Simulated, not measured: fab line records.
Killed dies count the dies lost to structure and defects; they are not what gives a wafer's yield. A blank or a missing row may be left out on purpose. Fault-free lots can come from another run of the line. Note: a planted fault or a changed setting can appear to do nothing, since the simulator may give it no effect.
fab line records	flow n5-finfet
[record] lots = 6	wafers = 17	last-day = 19
route steps=1938 shown HKMG_FIN@400 PASSIVATION@1936
lots untouched by any fault: they come from a run of this same line in which no faults occurred
start-h: the number of hours between the record's first day and the start of the first shown wafer of the lot	wait-h: hours from the lot's prior step to this one	" the same as in the row above	L1.1+2: a single row standing in for several wafers	- no value, or no start given	* or withheld: withheld	< > ~ a bound
route shown NAME@n: NAME is a module with steps in the file, n the number in the route of the first one	usual: mean/standard deviation taken from wafers without a fault	same: alike in all rows	chamber/n: place in a boat	sites: per-site readings	_std_site: standard deviation across them	_edge_site: mean of outer sites minus mean of inner sites	radius-mm: for every site, how far away it sits from the centre of the wafer	mask NAME#n: copy n	behind: tool/chamber where the wafer was last shaped	hold: what put the lot on hold/how long, in hours/how the hold closed	device: whichever transistor did not switch (one of n, p or np)	end of line: tests of these same wafers at the route's end	a step without rows: its recipe alone	killed: dies lost to structure and defects at the first sort, not the wafer's yield	map: shows each die of a wafer: x if killed, . if not, _ if none is there
set.NAME: the run value of the setting; set.NAME@STEP: its run value at that earlier step	model.NAME: the simulator's own value behind a step, which no gauge read
lots at selected steps of the route; one table per step, one row per wafer
services: the hour from which a tool's chamber was out of use, counted from the record's first day as start-h (under 0 if before that day), plus the number of hours and why
[[steps]]
[step N5_HKMG_FIN_INSPECT_61]
[recipe] mode = adi	inspect-instrument = macro
[usual] raw-defect-count = 1.9/1.4
lot.wafer	tool	chamber	start-h	wait-h	raw-defect-count
L347.2	defect-inspect-02	-	93.40	0.0	3
L347.3	"	-	"	"	0
L347.4	"	-	"	"	1
L350.4	defect-inspect-02	-	107.82	0.0	2
L350.5	"	-	"	"	1
L350.6	"	-	"	"	2
L357.3	defect-inspect-01	-	145.46	0.0	0
L357.5	"	-	"	"	3
L357.6	"	-	"	"	1
L358.1	defect-inspect-01	-	152.49	0.0	5
L358.2	"	-	"	"	1
L358.3	"	-	"	"	3
L364.2	defect-inspect-02	-	188.20	0.0	1
L364.4	"	-	"	"	1
L364.6	"	-	"	"	2
L368.2	defect-inspect-02	-	211.88	0.0	3
L368.6	"	-	"	"	4
[step N5_HKMG_FIN_DESCUM_53]
[recipe] chemistry = O2	time-s = 7.9	source-power-w = 50	bias-power-w = 20	pressure-mtorr = 20	rf-frequency-hz = 2.712e+07	temp-c = 40	resist = CAR-ArF	o2-flow-sccm = 225
[usual] bias-power-w = 20.01/0.056	drypump-motor-current-A = 5.7/0.42	oes-product-au = 0.78/0.089	rf-vpp-V = 243.4/1.6	showerhead-plenum-p-Torr = 2.11/0.076	temp-c = 39.98/0.11	throttle-valve-pct = 20.47/0.22
lot.wafer	tool	chamber	start-h	wait-h	bias-power-w	drypump-motor-current-A	oes-product-au	rf-hours-counter-h	rf-vpp-V	showerhead-plenum-p-Torr	temp-c	throttle-valve-pct
L347.2	rie-diel-04	1	93.51	0.1	20.07	5.7	0.78	150	243.6	2.07	39.93	20.32
L347.3	"	3	"	"	20.04	6.0	0.70	239	243.0	2.15	39.95	20.74
L347.4	"	3	"	"	19.99	6.0	0.70	-	243.2	2.15	39.86	20.75
L350.4	rie-diel-02	3	107.85	0.0	20.00	5.7	0.69	239	243.2	2.09	39.75	20.61
L350.5	"	0	"	"	20.01	6.3	0.85	-	243.2	2.14	39.85	20.78
L350.6	"	1	"	"	20.00	5.5	0.71	-	241.7	2.08	40.14	20.74
L357.3	rie-diel-03	0	146.28	0.8	20.04	5.0	0.86	30	242.5	2.12	39.83	20.28
L357.5	"	1	"	"	20.07	5.8	0.68	-	243.9	2.06	39.93	20.15
L357.6	"	0	"	"	20.00	5.0	0.86	-	244.6	2.12	40.04	20.28
L358.1	rie-diel-03	0	153.13	0.6	19.95	5.0	0.85	34	244.8	2.12	40.19	20.31
L358.2	"	1	"	"	20.03	5.8	0.68	214	243.4	2.06	39.95	20.17
L358.3	"	2	"	"	19.96	5.2	0.74	174	241.9	2.00	40.27	20.74
L364.2	rie-diel-02	2	188.24	0.0	20.01	5.2	0.77	123	244.1	2.22	40.05	20.43
L364.4	"	0	"	"	20.07	6.3	0.83	81	244.4	2.13	39.95	20.81
L364.6	"	2	"	"	19.95	5.2	0.77	-	246.3	2.22	39.82	20.44
L368.2	rie-diel-04	0	211.91	0.0	19.84	5.8	0.68	222	243.4	2.16	40.20	20.41
L368.6	"	3	"	"	20.01	6.0	0.91	-	244.0	2.14	39.93	20.45
[step N5_HKMG_FIN_ETCH_54]
[recipe] chemistry = CF4	target = SiARC	target-depth-a = 455	mask-material = CAR-ArF	time-s = 75.8	ion-energy-ev = 80	pressure-mtorr = 40	source-w = 545	bias-w = 36	Ar_flow_sccm = 100	cf4-flow-sccm = 100	ends = cleared
[step N5_HKMG_FIN_ETCH_55]
[recipe] chemistry = N2/H2	target = SOC	target-depth-a = 2400	temp-c = 40	time-s = 300	ion-energy-ev = 200	mask-material = SiARC	pressure-mtorr = 30	source-w = 840	bias-w = 150	n2-flow-sccm = 200	h2-flow-sccm = 200
[step N5_HKMG_FIN_STRIP_56]
[recipe] chemistry = N2/H2	temp-c = 40	n2-flow-sccm = 200	h2-flow-sccm = 200	rf-frequency-hz = 6e+07
[step N5_HKMG_FIN_STRIP_57]
[recipe] chemistry = CF4	resist = SiARC	power-w = 300	bias-power-w = 75	pressure-mtorr = 50	cf4-flow-sccm = 150	rf-frequency-hz = 6e+07
[step N5_HKMG_FIN_ETCH_58]
[recipe] chemistry = N2/H2	target = SOC	target-depth-a = 2158	ion-energy-ev = 50	bias-w = 13	time-s = 741	pressure-mtorr = 30	source-w = 875	n2-flow-sccm = 200	h2-flow-sccm = 200
[usual] drypump-motor-current-A = 5.7/0.43	h2-flow-sccm = 200.0/0.59	oes-product-au = 0.78/0.094	rf-vpp-V = 99.2/0.94	showerhead-plenum-p-Torr = 2.56/0.089	throttle-valve-pct = 17.78/0.24
lot.wafer	tool	chamber	start-h	wait-h	drypump-motor-current-A	h2-flow-sccm	oes-product-au	rf-hours-counter-h	rf-vpp-V	showerhead-plenum-p-Torr	throttle-valve-pct
L347.2	rie-diel-04	1	93.81	0.0	5.7	198.8	0.80	150	98.8	2.56	17.94
L347.3	"	3	"	"	6.0	200.2	0.68	240	99.1	2.63	18.15
L347.4	"	3	"	"	6.0	199.3	0.69	-	99.2	2.63	18.15
L350.4	rie-diel-02	3	108.15	0.0	5.7	200.4	0.70	240	98.6	2.47	17.60
L350.5	"	0	"	"	6.3	198.7	0.87	-	99.4	2.56	17.70
L350.6	"	1	"	"	5.5	199.6	0.70	-	97.2	2.53	18.20
L357.3	rie-diel-03	0	146.58	0.0	5.0	200.1	0.90	30	99.4	2.57	17.47
L357.5	"	1	"	"	5.8	199.7	0.66	-	99.9	2.51	17.62
L357.6	"	0	"	"	5.0	200.0	0.89	-	98.0	2.57	17.47
L358.1	rie-diel-03	0	153.43	0.0	5.0	199.6	0.88	34	99.5	2.57	17.48
L358.2	"	1	"	"	5.8	199.7	0.66	214	99.5	2.51	17.65
L358.3	"	2	"	"	5.2	201.3	0.74	174	99.2	2.41	17.83
L364.2	rie-diel-02	2	188.54	0.0	5.2	200.5	0.76	123	98.4	2.64	17.53
L364.4	"	0	"	"	6.3	200.6	0.84	82	99.4	2.55	17.76
L364.6	"	2	"	"	5.2	200.9	0.77	-	99.7	2.64	17.55
L368.2	rie-diel-04	0	212.22	0.0	5.8	200.2	0.70	222	97.7	2.64	17.94
L368.6	"	3	"	"	6.0	200.5	0.88	-	100.0	2.61	17.80
[step N5_HKMG_FIN_STRIP_93]
[recipe] chemistry = N2/H2	material = SOC	time-s = 20	power-w = 500	temp-c = 40	pressure-mtorr = 50	rf-frequency-hz = 6e+07	bias-power-w = 8	h2-frac = 0.5	n2-flow-sccm = 300	h2-flow-sccm = 300
[usual] bias-power-w = 8.004/0.025	drypump-motor-current-A = 5.7/0.43	h2-flow-sccm = 300.0/0.83	oes-product-au = 0.77/0.092	power-w = 499.9/1.4	rf-vpp-V = 54.4/0.91	showerhead-plenum-p-Torr = 3.38/0.11	temp-c = 40.01/0.11	throttle-valve-pct = 18.9/0.34
lot.wafer	tool	chamber	start-h	wait-h	bias-power-w	drypump-motor-current-A	h2-flow-sccm	oes-product-au	power-w	rf-hours-counter-h	rf-vpp-V	showerhead-plenum-p-Torr	temp-c	throttle-valve-pct
L347.2	rie-diel-04	1	94.24	0.2	7.995	5.7	298.8	0.79	498.9	150	54.4	3.38	39.92	19.1
L347.3	"	3	"	"	7.997	6.1	301.1	0.68	499.7	240	54.6	3.47	39.99	19.2
L347.4	"	3	"	"	8.006	6.1	300.2	0.68	499.2	-	54.6	3.47	39.85	19.1
L350.4	rie-diel-02	3	108.58	0.2	7.976	5.7	299.4	0.68	499.1	240	53.1	3.27	40.14	18.6
L350.5	"	0	"	"	8.073	6.4	300.7	0.87	500.6	-	54.1	3.38	40.19	18.5
L350.6	"	1	"	"	8.021	5.4	300.6	0.70	497.7	-	53.8	3.35	40.11	19.5
L357.3	rie-diel-03	0	147.01	0.2	8.015	5.0	298.4	0.88	498.9	31	52.6	3.39	40.05	18.3
L357.5	"	1	"	"	7.969	5.8	301.5	0.67	499.6	-	53.8	3.32	39.98	18.7
L357.6	"	0	"	"	7.984	5.0	299.5	0.89	500.3	-	52.4	3.39	39.97	18.3
L358.1	rie-diel-03	0	153.86	0.2	8.000	5.0	300.8	0.87	498.8	35	55.4	3.39	39.99	18.3
L358.2	"	1	"	"	8.013	5.8	299.7	0.66	501.4	214	54.1	3.32	39.84	18.7
L358.3	"	2	"	"	7.993	5.3	298.8	0.74	499.7	175	54.2	3.20	40.06	18.8
L364.2	rie-diel-02	2	188.96	0.2	8.031	5.2	300.3	0.77	500.3	123	54.7	3.49	40.03	18.9
L364.4	"	0	"	"	8.068	6.3	299.1	0.83	499.3	82	54.6	3.36	40.17	18.5
L364.6	"	2	"	"	7.994	5.3	300.9	0.78	499.1	-	54.6	3.49	39.88	19.0
L368.2	rie-diel-04	0	212.64	0.2	7.952	5.8	301.4	0.70	498.6	223	54.5	3.49	40.11	19.4
L368.6	"	3	"	"	7.976	6.0	298.0	0.87	501.4	-	56.1	3.44	40.02	18.8
[step N5_HKMG_FIN_WET_ETCH_76]
[recipe] chemistry = dNH4OH	mix = 1:50	temp-c = 25	target = Al2O3	stop-on = La2O3	target-depth-nm = 2.25	dry = ipa-marangoni	rinse-time-s = 30	rinse-temp-c = 23
[step N5_HKMG_FIN_STRIP_60]
[recipe] chemistry = N2/H2	power-w = 2500	temp-c = 300	h2-frac = 0.65	time-s = 360	pressure-mtorr = withheld	n2-flow-sccm = 1750	h2-flow-sccm = 3250
[usual] drypump-motor-current-A = 5.8/0.34	h2-flow-sccm = 3250/10	heater-power-w = 457/35	temp-c = 300.02/0.19
lot.wafer	tool	chamber	start-h	wait-h	drypump-motor-current-A	h2-flow-sccm	heater-power-w	rf-hours-counter-h	temp-c
L347.2	plasma-asher-02	0	94.39	0.0	6.0	3232	499	41	299.91
L347.3	"	0	"	"	6.0	3239	507	-	299.85
L347.4	"	1	"	"	5.6	3251	416	-	300.10
L350.4	plasma-asher-01	0	108.85	0.1	6.2	3249	426	-	300.22
L350.5	"	1	"	"	5.4	3242	477	-	300.23
L350.6	"	0	"	"	6.2	3252	433	-	300.17
L357.3	plasma-asher-02	0	147.33	0.1	6.1	3250	509	-	300.18
L357.5	"	1	"	"	5.5	3252	432	-	299.91
L357.6	"	0	"	"	6.1	3252	506	-	299.95
L358.1	plasma-asher-02	0	154.01	0.0	6.0	3248	511	55	299.58
L358.2	"	1	"	"	5.5	3256	422	55	300.00
L358.3	"	0	"	"	6.0	3259	519	-	299.96
L364.2	plasma-asher-02	1	189.14	0.1	5.5	3260	420	62	300.26
L364.4	"	1	"	"	5.5	3267	420	-	300.05
L364.6	"	0	"	"	6.0	3257	489	-	299.97
L368.2	plasma-asher-02	1	212.79	0.0	5.5	3246	416	68	299.80
L368.6	"	0	"	"	6.1	3255	502	-	300.09
[step N5_HKMG_FIN_WET_ETCH_77]
[recipe] chemistry = dHCl	mix = 1:10000	temp-c = 25	target = La2O3	stop-on = HfO2	target-depth-nm = 2
[step N5_HKMG_FIN_WET_ETCH_78]
[recipe] chemistry = dNH4OH	mix = 1:50	temp-c = 25	target = Al2O3	stop-on = La2O3	target-depth-nm = 4.5	dry = ipa-marangoni	rinse-time-s = 30	rinse-temp-c = 23
[step N5_HKMG_FIN_ALD_79]
[recipe] material = TiN	target-thk-a = 15	temp-c = 400	ald-precursor-family = TiCl4	ald-co-reactant = NH3	pulse-time-s = 1	purge-time-s = 3	co-reactant-purge-time-s = 2	co-reactant-pulse-time-s = 2	ald-cycles = 68	pressure-torr = 3
[usual] co-reactant-pulse-time-s = 2/0	heater-power-w = 844/56	precursor-pulse-height-rel = 0.999/0.021
[same] pulse-time-s = 1
lot.wafer	tool	chamber	start-h	wait-h	co-reactant-pulse-time-s	heater-power-w	precursor-pulse-height-rel
L347.2	ald-metal-01	1	94.88	0.0	2	977	1.006
L347.3	"	2	"	"	2	949	1.015
L347.4	"	3	"	"	2	855	0.993
L350.4	ald-metal-04	1	109.21	0.0	2	763	1.021
L350.5	"	0	"	"	2	851	0.989
L350.6	"	3	"	"	2	902	1.009
L357.3	ald-metal-04	3	147.70	0.0	1.2806	897	0.999
L357.5	"	1	"	"	1.2806	752	0.984
L357.6	"	2	"	"	1.2806	861	1.006
L358.1	ald-metal-04	1	154.50	0.0	1.2806	770	1.033
L358.2	"	3	"	"	1.2806	900	1.018
L358.3	"	2	"	"	1.2806	859	1.012
L364.2	ald-metal-02	0	189.63	0.0	2	877	1.010
L364.4	"	2	"	"	2	867	0.976
L364.6	"	1	"	"	2	772	1.006
L368.2	ald-metal-02	0	213.36	0.1	2	879	0.960
L368.6	"	1	"	"	2	776	1.018
[step N5_HKMG_FIN_CVD_62]
[recipe] material = a-Si	target-thk-a = 30	temp-c = 500	precursor = Si2H6	pressure-torr = 1	time-s = 20.8
[usual] heater-power-w = 1509/100
lot.wafer	tool	chamber	start-h	wait-h	heater-power-w
L347.2	thermal-cvd-si-02	1	95.24	0.2	1448
L347.3	"	2	"	"	1613
L347.4	"	1	"	"	1490
L350.4	thermal-cvd-si-01	1	109.62	0.2	1508
L350.5	"	2	"	"	1668
L350.6	"	0	"	"	1463
L357.3	thermal-cvd-si-02	2	148.06	0.2	1609
L357.5	"	1	"	"	1512
L357.6	"	0	"	"	1395
L358.1	thermal-cvd-si-01	0	154.86	0.2	1454
L358.2	"	2	"	"	1678
L358.3	"	1	"	"	1544
L364.2	thermal-cvd-si-01	0	189.99	0.2	1418
L364.4	"	0	"	"	1422
L364.6	"	2	"	"	1642
L368.2	thermal-cvd-si-01	1	213.72	0.2	1517
L368.6	"	2	"	"	1693
[step N5_PASSIVATION_PROBE_49]
[usual] defect-limited-yield = 91.2/1.4	killed_at_M0_to_M3 = 34/9.3	killed_at_M4_up = 14/5.9	killed-at-contacts = 14/5.7	killed-at-front-end = 38/10	killed-at-other = 4/3.2	killed-dies = 104/17	killed-open = 67/13	killed-short = 33/6.9	sort_bin_5_function = 5.2/1	sort_bin_6_memory = 3.3/0.61	sort_bin_8_speed = 0.3/1.8	sort-n-pass = 1069/52
[same] gross-dies = 1180	killed-at-back-side = 0	sort_bin_4_leakage[%] = 0
lot.wafer	tool	chamber	start-h	wait-h	defect-limited-yield[%]	killed_at_M0_to_M3	killed_at_M4_up	killed-at-contacts	killed-at-front-end	killed-at-other	killed-dies	killed-open	killed-short	sort_bin_5_function[%]	sort_bin_6_memory[%]	sort_bin_8_speed[%]	sort-n-pass
L347.2	prober-02	-	349.79	0.8	90.7	32	20	11	44	3	110	65	44	5.0	4.0	0	1070
L347.3	prober-02	-	349.84	0.9	89.2	42	11	16	58	0	127	92	31	6.4	4.2	0	1053
L347.4	prober-02	-	349.89	0.9	90.0	33	11	29	38	7	118	77	38	6.6	3.2	0	1062
L350.4	prober-01	-	363.36	0.2	89.5	44	16	13	45	6	124	83	29	5.9	3.9	0	1056
L350.5	prober-01	-	363.41	0.2	91.6	32	13	18	36	0	99	66	24	4.6	3.7	0	1081
L350.6	prober-01	-	363.46	0.3	88.7	33	30	21	43	6	133	93	32	7.0	4.1	0	1047
L368.2	prober-01	-	461.59	0.7	90.0	43	14	13	41	7	118	81	37	6.3	3.5	0	1062
L368.6	prober-01	-	461.79	0.9	90.8	53	12	5	37	2	109	70	33	5.8	3.0	0	1071
// killed by level:class
L347.2 FIN_SAQP:geometric-particle:short=12 FIN_SAQP:geometric-particle:open=11 BEOL_M0_SAQP:geometric-particle:short=9 BEOL_M4:geometric-particle:open=7 MOL_CONTACT_COAG:geometric-particle:open=6 MOL_CONTACT_COAG:geometric-particle:short=5 BEOL_M0:geometric-particle:open=5 BEOL_M2:geometric-particle:open=5
L347.3 FIN_SAQP:geometric-particle:open=23 MOL_CONTACT_COAG:geometric-particle:open=15 BEOL_M0_SAQP:geometric-particle:open=12 FIN_SAQP:geometric-particle:short=10 STI_FIN_REVEAL:geometric-particle:open=7 BEOL_M3:geometric-particle:open=7 BEOL_M0_SAQP:geometric-particle:short=6 BEOL_M0:geometric-particle:open=5
L347.4 MOL_CONTACT_COAG:geometric-particle:open=28 BEOL_M0_SAQP:geometric-particle:short=14 FIN_SAQP:geometric-particle:open=12 BEOL_M0_SAQP:geometric-particle:open=6 FIN_SAQP:geometric-particle:short=5 DUMMY_GATE:geometric-particle:open=4 STARTING-WAFER:geometric-particle:short=4 ILD0:geometric-particle:short=3
L350.4 BEOL_M2:geometric-particle:open=15 BEOL_M3:geometric-particle:open=11 MOL_CONTACT_COAG:geometric-particle:open=10 FIN_SAQP:geometric-particle:open=8 BEOL_M4:geometric-particle:open=8 STI_FIN_REVEAL:geometric-particle:open=7 FIN_SAQP:geometric-particle:short=5 BEOL_M1:geometric-particle:open=5
L350.5 MOL_CONTACT_COAG:geometric-particle:open=11 BEOL_M2:geometric-particle:open=11 FIN_SAQP:geometric-particle:open=8 BEOL_M0_SAQP:geometric-particle:open=6 STI_FIN_REVEAL:geometric-particle:open=5 STARTING-WAFER:geometric-particle:open=5 FIN_SAQP:geometric-particle:short=4 GATE_CUT:geometric-particle:short=4
L350.6 MOL_CONTACT_COAG:geometric-particle:open=16 BEOL_M4:geometric-particle:open=16 FIN_SAQP:geometric-particle:open=9 STI_FIN_REVEAL:geometric-particle:open=9 BEOL_M0_SAQP:geometric-particle:open=9 BEOL_M2:geometric-particle:open=6 BEOL_M3:geometric-particle:short=6 GATE_CUT:geometric-particle:short=4
L368.2 FIN_SAQP:geometric-particle:open=16 BEOL_M3:geometric-particle:open=13 MOL_CONTACT_COAG:geometric-particle:open=9 BEOL_M0_SAQP:geometric-particle:open=9 BEOL_M0_SAQP:geometric-particle:short=8 FIN_SAQP:geometric-particle:short=6 BEOL_M2:geometric-particle:open=5 STI_FIN_REVEAL:geometric-particle:open=4
L368.6 BEOL_M3:geometric-particle:open=16 BEOL_M0_SAQP:geometric-particle:open=14 BEOL_M0_SAQP:geometric-particle:short=11 BEOL_M4:geometric-particle:open=7 MOL_CONTACT_COAG:geometric-particle:open=5 FIN_SAQP:geometric-particle:short=4 FIN_SAQP:geometric-particle:open=4 ILD0:geometric-particle:short=4
[[services]]
tool	chamber	start-h	hours	kind
rie-diel-02	0	73.23	5.6	repair
thermal-cvd-si-02	0	77.16	7.0	repair
rie-diel-02	0	82.78	5.5	repair
ald-metal-01	3	91.74	2.4	repair
rie-diel-04	0	98.94	4.2	repair
ald-metal-01	-	118.89	1.0	repair
thermal-cvd-si-02	-	123.60	1.0	repair
rie-diel-03	3	134.34	-	clean
rie-diel-03	3	134.34	-	consumable-replace:focus-ring
rie-diel-03	3	134.34	-	consumable-replace:showerhead
rie-diel-03	3	134.34	23.1	scheduled-down
rie-diel-03	3	134.34	23.1	vent-cycle
rie-diel-02	3	140.88	-	clean
rie-diel-02	3	140.88	-	consumable-replace:focus-ring
rie-diel-02	3	140.88	17.4	scheduled-down
rie-diel-02	3	140.88	17.4	vent-cycle
rie-diel-04	0	148.13	4.3	repair
ald-metal-02	-	152.73	8.7	pm
thermal-cvd-si-01	2	165.97	21.6	repair
plasma-asher-01	-	171.51	4.3	repair
ald-metal-04	-	189.13	6.0	pm
rie-diel-02	1	191.74	-	clean
rie-diel-03	0	201.11	2.7	repair
ald-metal-01	-	209.19	8.7	pm
[[key]]
[first-sign] step = N5_HKMG_FIN_ALD_79	reading = co-reactant-pulse-time-s	direction = down	sigmas = 99+	usual = *	struck = *
effect none on later readings
met-at N5_HKMG_FIN_ALD_79
struck-wafers L357.3,L357.5,L357.6,L358.1,L358.2,L358.3
rows-end L357.3,L357.5,L357.6,L358.1,L358.2,L358.3
onset-between 109.21 147.70
[fault] kind = process-parameter-drift	tool = ald-metal-04	chamber = -	onset-h = 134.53	steps = N5_HKMG_FIN_ALD_79	channel = co-reactant-pulse-time-s	offset = *	shape = step	acts-in = *	stated = *
// rows-end: these wafers met a further fault down the route, and their rows from its step on are left out
